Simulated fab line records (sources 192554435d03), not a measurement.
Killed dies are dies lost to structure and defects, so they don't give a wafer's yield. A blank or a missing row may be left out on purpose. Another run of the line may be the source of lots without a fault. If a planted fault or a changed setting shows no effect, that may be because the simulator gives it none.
Chamber matching ; flow n5Finfet ; rieDiel-04 running N5_MIM_BOT_ETCH_STRIP_01: 4 sister chambers
The step strips in O2. 4 wafers are shown with their chamber, then 7 later ones without.

## EACH WAFER AND ITS CHAMBER
wafer;chamber;showerheadPlenumPTorr (Torr)
L077.1;3;2.06
L083.6;1;2.04
L091.1;2;2.01
L091.2;0;2.19

## WAFERS WITHOUT THEIR CHAMBER
wafer;showerheadPlenumPTorr (Torr)
L091.3;2.05
L091.4;2.01
L091.5;2.19
L091.6;2.05
L095.2;2.01
L095.3;2.04
L095.6;2.04

## WHICH CHAMBER EACH WENT THROUGH
wafer;from the rows above;in truth
L091.3;can't be placed: 1 or 3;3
L091.4;2;2
L091.5;0;0
L091.6;can't be placed: 1 or 3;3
L095.2;2;2
L095.3;1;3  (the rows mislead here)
L095.6;1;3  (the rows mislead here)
3 of 7 placed correctly. Cannot be placed on the basis of these rows: 2; the candidates contain the true chamber in 2. Number placed wrongly: 2.
How it was worked out, from the rows above alone: a wafer's distance from a chamber is the root of the sum, over the readings, of the square of ((its reading less the chamber's mean) divided by the reading's scatter). The wafer belongs to the nearest chamber; if the next one is less than 2 further off, it can't be placed. For every chamber, the mean is computed from those of its wafers that are shown. The scatter (one wafer shown for each chamber): square how far every hidden wafer sits from the nearest shown wafer, average those squares and take the square root.
